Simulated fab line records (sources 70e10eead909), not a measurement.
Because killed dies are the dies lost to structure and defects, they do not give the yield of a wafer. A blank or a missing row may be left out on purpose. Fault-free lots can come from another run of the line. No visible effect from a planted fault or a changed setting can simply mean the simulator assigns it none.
Which tool was responsible? :: flow nand_harc :: 13 lots with 39 wafers sampled at 5 steps, on a route of 1302 steps

## WHAT THE GAUGES READ, wafer by wafer
NHARC_P_GATE_CD_MEAS_46: the cd target is 720 nm.
lot: L212
measured: day 5 14:38
on: cd_sem-01
cd_nm (nm): 717.0 716.6 718.4

lot: L215
measured: day 6 20:20
on: cd_sem-03
cd_nm (nm): 720.9 719.4 721.4

lot: L216
measured: day 6 21:07
on: cd_sem-01
cd_nm (nm): 719.3 716.5 717.1

lot: L218
measured: day 8 00:11
on: cd_sem-02
cd_nm (nm): 717.8 717.0 717.5

lot: L219
measured: day 8 16:05
on: cd_sem-03
cd_nm (nm): 630.2 630.2 630.3

lot: L220
measured: day 9 03:37
on: cd_sem-01
cd_nm (nm): 720.1 717.3 717.8

lot: L223
measured: day 9 23:06
on: cd_sem-03
cd_nm (nm): 720.4 720.1 721.7

lot: L226
measured: day 11 17:08
on: cd_sem-02
cd_nm (nm): 719.8 718.3 721.9

lot: L229
measured: day 12 18:58
on: cd_sem-01
cd_nm (nm): 716.9 719.5 717.6

lot: L230
measured: day 12 20:38
on: cd_sem-02
cd_nm (nm): 718.2 715.3 717.7

lot: L231
measured: day 13 12:26
on: cd_sem-01
cd_nm (nm): 720.6 720.4 722.8

lot: L233
measured: day 14 06:19
on: cd_sem-02
cd_nm (nm): 720.9 719.9 719.7

lot: L235
measured: day 15 04:29
on: cd_sem-02
cd_nm (nm): 717.0 718.2 715.0

## WHICH TOOL RAN EACH LOT (tool, then ch and the chambers of the sampled wafers, then the start)
lot: L212
NHARC_P_GATE_DESCUM_13: rie_diel-12 ch 0,3, day 4 10:41
NHARC_P_GATE_DESCUM_31: rie_diel-06 ch 0,1,3, day 5 02:07
NHARC_P_GATE_HM_OPEN_105: rie_diel-06 ch 0,3, day 5 14:29 or earlier
NHARC_P_GATE_EXPOSE_43: krf_scanner-01 ch 0, day 5 14:29

lot: L215
NHARC_P_GATE_DESCUM_13: rie_diel-01 ch 0,2,3, day 5 18:29
NHARC_P_GATE_DESCUM_31: rie_diel-12 ch 0,1,2, day 6 08:28
NHARC_P_GATE_HM_OPEN_105: rie_diel-12 ch 0,3, day 6 20:10 or earlier
NHARC_P_GATE_EXPOSE_43: krf_scanner-03 ch 0, day 6 20:10

lot: L216
NHARC_P_GATE_DESCUM_13: rie_diel-06 ch 0,2,3, day 5 18:39
NHARC_P_GATE_DESCUM_31: rie_diel-12 ch 2,3, day 6 09:13
NHARC_P_GATE_HM_OPEN_105: rie_diel-12 ch 1,2,3, day 6 20:58 or earlier
NHARC_P_GATE_EXPOSE_43: krf_scanner-02 ch 0, day 6 20:58

lot: L218
NHARC_P_GATE_DESCUM_13: rie_diel-01 ch 0,1,3, day 6 19:11
NHARC_P_GATE_DESCUM_31: rie_diel-12 ch 0,1, day 7 12:29
NHARC_P_GATE_HM_OPEN_105: rie_diel-12 ch 1,2,3, day 8 00:02 or earlier
NHARC_P_GATE_EXPOSE_43: krf_scanner-02 ch 0, day 8 00:02

lot: L219
NHARC_P_GATE_DESCUM_13: rie_diel-01 ch 1,2, day 7 13:07
NHARC_P_GATE_DESCUM_31: rie_diel-12 ch 0,1,2, day 8 04:13
NHARC_P_GATE_HM_OPEN_105: rie_diel-12 ch 0,1, day 8 15:56 or earlier
NHARC_P_GATE_EXPOSE_43: krf_scanner-01 ch 0, day 8 15:56

lot: L220
NHARC_P_GATE_DESCUM_13: rie_diel-01 ch 0,1,2, day 8 01:16
NHARC_P_GATE_DESCUM_31: rie_diel-06 ch 1,2,3, day 8 16:00
NHARC_P_GATE_HM_OPEN_105: rie_diel-06 ch 0,1,2, day 9 03:28 or earlier
NHARC_P_GATE_EXPOSE_43: krf_scanner-01 ch 0, day 9 03:28

lot: L223
NHARC_P_GATE_DESCUM_13: rie_diel-06 ch 0,1,2, day 8 20:51
NHARC_P_GATE_DESCUM_31: rie_diel-01 ch 1,2, day 9 11:30
NHARC_P_GATE_HM_OPEN_105: rie_diel-01 ch 2,3, day 9 22:57 or earlier
NHARC_P_GATE_EXPOSE_43: krf_scanner-03 ch 0, day 9 22:57

lot: L226
NHARC_P_GATE_DESCUM_13: rie_diel-06 ch 1,2, day 10 12:17
NHARC_P_GATE_DESCUM_31: rie_diel-01 ch 0,3, day 11 05:16
NHARC_P_GATE_HM_OPEN_105: rie_diel-01 ch 3, day 11 16:59 or earlier
NHARC_P_GATE_EXPOSE_43: krf_scanner-02 ch 0, day 11 16:59

lot: L229
NHARC_P_GATE_DESCUM_13: rie_diel-06 ch 2,3, day 11 11:19
NHARC_P_GATE_DESCUM_31: rie_diel-01 ch 0,1,2, day 12 05:07
NHARC_P_GATE_HM_OPEN_105: rie_diel-01 ch 0,1, day 12 18:49 or earlier
NHARC_P_GATE_EXPOSE_43: krf_scanner-01 ch 0, day 12 18:49

lot: L230
NHARC_P_GATE_DESCUM_13: rie_diel-01 ch 1,2,3, day 11 19:02
NHARC_P_GATE_DESCUM_31: rie_diel-01 ch 0,2, day 12 08:50
NHARC_P_GATE_HM_OPEN_105: rie_diel-01 ch 1,2, day 12 20:29 or earlier
NHARC_P_GATE_EXPOSE_43: krf_scanner-01 ch 0, day 12 20:29

lot: L231
NHARC_P_GATE_DESCUM_13: rie_diel-01 ch 0,1,2, day 12 07:05
NHARC_P_GATE_DESCUM_31: rie_diel-01 ch 0,3, day 13 00:25
NHARC_P_GATE_HM_OPEN_105: rie_diel-01 ch 0,3, day 13 12:17 or earlier
NHARC_P_GATE_EXPOSE_43: krf_scanner-02 ch 0, day 13 12:17

lot: L233
NHARC_P_GATE_DESCUM_13: rie_diel-06 ch 1,3, day 13 01:29
NHARC_P_GATE_DESCUM_31: rie_diel-01 ch 1,2,3, day 13 18:34
NHARC_P_GATE_HM_OPEN_105: rie_diel-01 ch 2,3, day 14 06:09 or earlier
NHARC_P_GATE_EXPOSE_43: krf_scanner-02 ch 0, day 14 06:09

lot: L235
NHARC_P_GATE_DESCUM_13: rie_diel-12 ch 1,2,3, day 14 00:25
NHARC_P_GATE_DESCUM_31: rie_diel-12 ch 0,1,3, day 14 16:58
NHARC_P_GATE_HM_OPEN_105: rie_diel-12 ch 1,2,3, day 15 04:20 or earlier
NHARC_P_GATE_EXPOSE_43: krf_scanner-02 ch 0, day 15 04:20
- NHARC_P_GATE_DESCUM_13: chemistry O2, time 3 s.
- NHARC_P_GATE_DESCUM_31: chemistry O2, time 3 s.
- NHARC_P_GATE_HM_OPEN_105: chemistry O2/COS, target depth 360 nm.
- NHARC_P_GATE_EXPOSE_43: exposes mask P NSD, target cd 720 nm.

## AS READ BY THE TOOLS THEMSELVES (means over the sampled wafers that have a number; for cases with no such wafer, the mark the record gives instead)
NHARC_P_GATE_DESCUM_13.
lot: L212
tool: rie_diel-12
drypump_motor_current_A (A): 6.2
oes_product_au (a.u.): 1.002
rf_vpp_V (V): 59.0
showerhead_plenum_p_Torr (Torr): 2.00
throttle_valve_pct (%): 11.310

lot: L215
tool: rie_diel-01
drypump_motor_current_A (A): 5.8
oes_product_au (a.u.): 1.001
rf_vpp_V (V): 57.7
showerhead_plenum_p_Torr (Torr): 1.88
throttle_valve_pct (%): 11.317

lot: L216
tool: rie_diel-06
drypump_motor_current_A (A): 5.7
oes_product_au (a.u.): 1.007
rf_vpp_V (V): 58.0
showerhead_plenum_p_Torr (Torr): 1.81
throttle_valve_pct (%): 11.300

lot: L218
tool: rie_diel-01
drypump_motor_current_A (A): 6.0
oes_product_au (a.u.): 0.993
rf_vpp_V (V): 57.4
showerhead_plenum_p_Torr (Torr): 1.89
throttle_valve_pct (%): 11.317

lot: L219
tool: rie_diel-01
drypump_motor_current_A (A): 6.4
oes_product_au (a.u.): 1.000
rf_vpp_V (V): 56.9
showerhead_plenum_p_Torr (Torr): 1.79
throttle_valve_pct (%): 11.321

lot: L220
tool: rie_diel-01
drypump_motor_current_A (A): 6.1
oes_product_au (a.u.): 1.006
rf_vpp_V (V): 57.8
showerhead_plenum_p_Torr (Torr): 1.80
throttle_valve_pct (%): 11.318

lot: L223
tool: rie_diel-06
drypump_motor_current_A (A): 5.8
oes_product_au (a.u.): 0.998
rf_vpp_V (V): 57.6
showerhead_plenum_p_Torr (Torr): 1.80
throttle_valve_pct (%): 11.315

lot: L226
tool: rie_diel-06
drypump_motor_current_A (A): 5.8
oes_product_au (a.u.): 0.993
rf_vpp_V (V): 56.4
showerhead_plenum_p_Torr (Torr): 1.80
throttle_valve_pct (%): 11.311

lot: L229
tool: rie_diel-06
drypump_motor_current_A (A): 5.7
oes_product_au (a.u.): 0.991
rf_vpp_V (V): 57.6
showerhead_plenum_p_Torr (Torr): 1.81
throttle_valve_pct (%): 11.306

lot: L230
tool: rie_diel-01
drypump_motor_current_A (A): 6.1
oes_product_au (a.u.): 0.995
rf_vpp_V (V): 58.1
showerhead_plenum_p_Torr (Torr): 1.87
throttle_valve_pct (%): 11.325

lot: L231
tool: rie_diel-01
drypump_motor_current_A (A): 6.1
oes_product_au (a.u.): 0.995
rf_vpp_V (V): 57.6
showerhead_plenum_p_Torr (Torr): 1.80
throttle_valve_pct (%): 11.313

lot: L233
tool: rie_diel-06
drypump_motor_current_A (A): 5.6
oes_product_au (a.u.): 0.992
rf_vpp_V (V): 56.9
showerhead_plenum_p_Torr (Torr): 1.79
throttle_valve_pct (%): 11.314

lot: L235
tool: rie_diel-12
drypump_motor_current_A (A): 6.3
oes_product_au (a.u.): 0.996
rf_vpp_V (V): 58.2
showerhead_plenum_p_Torr (Torr): 1.91
throttle_valve_pct (%): 11.312

NHARC_P_GATE_DESCUM_31.
lot: L212
tool: rie_diel-06
drypump_motor_current_A (A): 5.7
oes_product_au (a.u.): 1.010
rf_vpp_V (V): 57.3
showerhead_plenum_p_Torr (Torr): 1.80
throttle_valve_pct (%): 11.313

lot: L215
tool: rie_diel-12
drypump_motor_current_A (A): 6.2
oes_product_au (a.u.): 0.997
rf_vpp_V (V): 58.0
showerhead_plenum_p_Torr (Torr): 1.93
throttle_valve_pct (%): 11.304

lot: L216
tool: rie_diel-12
drypump_motor_current_A (A): 6.5
oes_product_au (a.u.): 0.996
rf_vpp_V (V): 57.8
showerhead_plenum_p_Torr (Torr): 1.90
throttle_valve_pct (%): 11.308

lot: L218
tool: rie_diel-12
drypump_motor_current_A (A): 6.0
oes_product_au (a.u.): 1.002
rf_vpp_V (V): 57.8
showerhead_plenum_p_Torr (Torr): 1.94
throttle_valve_pct (%): 11.311

lot: L219
tool: rie_diel-12
drypump_motor_current_A (A): 6.2
oes_product_au (a.u.): 1.001
rf_vpp_V (V): 57.2
showerhead_plenum_p_Torr (Torr): 1.93
throttle_valve_pct (%): 11.317

lot: L220
tool: rie_diel-06
drypump_motor_current_A (A): 5.7
oes_product_au (a.u.): 1.002
rf_vpp_V (V): 56.7
showerhead_plenum_p_Torr (Torr): 1.80
throttle_valve_pct (%): 11.309

lot: L223
tool: rie_diel-01
drypump_motor_current_A (A): 6.4
oes_product_au (a.u.): 1.009
rf_vpp_V (V): 56.3
showerhead_plenum_p_Torr (Torr): 1.79
throttle_valve_pct (%): 11.321

lot: L226
tool: rie_diel-01
drypump_motor_current_A (A): 5.7
oes_product_au (a.u.): 0.993
rf_vpp_V (V): 58.8
showerhead_plenum_p_Torr (Torr): 1.97
throttle_valve_pct (%): 11.317

lot: L229
tool: rie_diel-01
drypump_motor_current_A (A): 6.1
oes_product_au (a.u.): 1.002
rf_vpp_V (V): 57.0
showerhead_plenum_p_Torr (Torr): 1.80
throttle_valve_pct (%): 11.312

lot: L230
tool: rie_diel-01
drypump_motor_current_A (A): 5.8
oes_product_au (a.u.): 1.003
rf_vpp_V (V): 57.0
showerhead_plenum_p_Torr (Torr): 1.81
throttle_valve_pct (%): 11.313

lot: L231
tool: rie_diel-01
drypump_motor_current_A (A): 5.7
oes_product_au (a.u.): 0.997
rf_vpp_V (V): 58.7
showerhead_plenum_p_Torr (Torr): 1.97
throttle_valve_pct (%): 11.309

lot: L233
tool: rie_diel-01
drypump_motor_current_A (A): 6.1
oes_product_au (a.u.): 0.988
rf_vpp_V (V): 57.5
showerhead_plenum_p_Torr (Torr): 1.87
throttle_valve_pct (%): 11.304

lot: L235
tool: rie_diel-12
drypump_motor_current_A (A): 6.1
oes_product_au (a.u.): 0.985
rf_vpp_V (V): 57.7
showerhead_plenum_p_Torr (Torr): 1.97
throttle_valve_pct (%): 11.307

NHARC_P_GATE_HM_OPEN_105.
lot: L212
tool: rie_diel-06
bias_w (W): 299.7
drypump_motor_current_A (A): 5.6
oes_product_au (a.u.): 1.010
rf_fwd_power_W (W): 495.6
rf_vpp_V (V): 464.3
showerhead_plenum_p_Torr (Torr): 2.95
throttle_valve_pct (%): 28.326

lot: L215
tool: rie_diel-12
bias_w (W): 300.2
drypump_motor_current_A (A): 6.1
oes_product_au (a.u.): 1.001
rf_fwd_power_W (W): 497.9
rf_vpp_V (V): 469.7
showerhead_plenum_p_Torr (Torr): 3.28
throttle_valve_pct (%): 28.335

lot: L216
tool: rie_diel-12
bias_w (W): 298.9
drypump_motor_current_A (A): 6.4
oes_product_au (a.u.): 1.007
rf_fwd_power_W (W): 497.9
rf_vpp_V (V): 467.0
showerhead_plenum_p_Torr (Torr): 3.12
throttle_valve_pct (%): 28.339

lot: L218
tool: rie_diel-12
bias_w (W): 300.7
drypump_motor_current_A (A): 6.4
oes_product_au (a.u.): 1.005
rf_fwd_power_W (W): 499.4
rf_vpp_V (V): 466.5
showerhead_plenum_p_Torr (Torr): 3.12
throttle_valve_pct (%): 28.332

lot: L219
tool: rie_diel-12
bias_w (W): 300.7
drypump_motor_current_A (A): 6.0
oes_product_au (a.u.): 1.008
rf_fwd_power_W (W): 500.5
rf_vpp_V (V): 468.5
showerhead_plenum_p_Torr (Torr): 3.17
throttle_valve_pct (%): 28.326

lot: L220
tool: rie_diel-06
bias_w (W): 299.2
drypump_motor_current_A (A): 5.8
oes_product_au (a.u.): 0.995
rf_fwd_power_W (W): 498.3
rf_vpp_V (V): 463.6
showerhead_plenum_p_Torr (Torr): 2.95
throttle_valve_pct (%): 28.331

lot: L223
tool: rie_diel-01
bias_w (W): 299.2
drypump_motor_current_A (A): 5.7
oes_product_au (a.u.): 0.996
rf_fwd_power_W (W): 499.1
rf_vpp_V (V): 467.7
showerhead_plenum_p_Torr (Torr): 3.18
throttle_valve_pct (%): 28.325

lot: L226
tool: rie_diel-01
bias_w (W): 300.7
drypump_motor_current_A (A): 5.6
oes_product_au (a.u.): 0.996
rf_fwd_power_W (W): 500.2
rf_vpp_V (V): 471.6
showerhead_plenum_p_Torr (Torr): 3.31
throttle_valve_pct (%): 28.326

lot: L229
tool: rie_diel-01
bias_w (W): 300.6
drypump_motor_current_A (A): 6.4
oes_product_au (a.u.): 1.006
rf_fwd_power_W (W): 496.3
rf_vpp_V (V): 463.6
showerhead_plenum_p_Torr (Torr): 2.96
throttle_valve_pct (%): 28.324

lot: L230
tool: rie_diel-01
bias_w (W): 300.0
drypump_motor_current_A (A): 6.2
oes_product_au (a.u.): 0.993
rf_fwd_power_W (W): 497.2
rf_vpp_V (V): 463.7
showerhead_plenum_p_Torr (Torr): 2.93
throttle_valve_pct (%): 28.333

lot: L231
tool: rie_diel-01
bias_w (W): 300.2
drypump_motor_current_A (A): 5.7
oes_product_au (a.u.): 0.996
rf_fwd_power_W (W): 496.2
rf_vpp_V (V): 468.1
showerhead_plenum_p_Torr (Torr): 3.20
throttle_valve_pct (%): 28.332

lot: L233
tool: rie_diel-01
bias_w (W): 300.0
drypump_motor_current_A (A): 5.8
oes_product_au (a.u.): 0.987
rf_fwd_power_W (W): 498.4
rf_vpp_V (V): 465.4
showerhead_plenum_p_Torr (Torr): 3.05
throttle_valve_pct (%): 28.329

lot: L235
tool: rie_diel-12
bias_w (W): 299.6
drypump_motor_current_A (A): 6.4
oes_product_au (a.u.): 0.997
rf_fwd_power_W (W): 499.5
rf_vpp_V (V): 467.7
showerhead_plenum_p_Torr (Torr): 3.11
throttle_valve_pct (%): 28.327

## THE ANSWER, worked out from the rows above alone
Rule: what is usual is taken from the lots themselves. Put in order of their means at a reading, lots are off if they are a third of the lots or fewer, leave a main group of 4 or more, and stand apart from it by a gap of 3 or more times the standard deviation of the main group's means; of several such gaps the widest counts. Not used: any main group whose means are identical at the precision the tables above print for the reading. Also off: a lot with no number at a reading for which 4 or more lots have one. Any other lot the step has rows for is counted as sound. First the gauges in route order, then the tools' own readings, where a lot's mean is used as printed above. At the first step where some lot is off, the reading lying furthest off is the one used; lots without a number count as furthest.
Off: L219 (NHARC_P_GATE_CD_MEAS_46, cd_nm). Main group: mean 718.8 nm, sd 1.6.
A tool fits if, at a process step before that reading, it ran every lot that is off, and no sound lot after the first of them. Those tools and the gauges at NHARC_P_GATE_CD_MEAS_46 are tried in the same way. Because NHARC_P_GATE_HM_OPEN_105 lacks a start for some lots, the hours and order of its lots are taken from NHARC_P_GATE_EXPOSE_43. None of those tried fits.

## WHAT THE SIMULATOR HAD INSERTED
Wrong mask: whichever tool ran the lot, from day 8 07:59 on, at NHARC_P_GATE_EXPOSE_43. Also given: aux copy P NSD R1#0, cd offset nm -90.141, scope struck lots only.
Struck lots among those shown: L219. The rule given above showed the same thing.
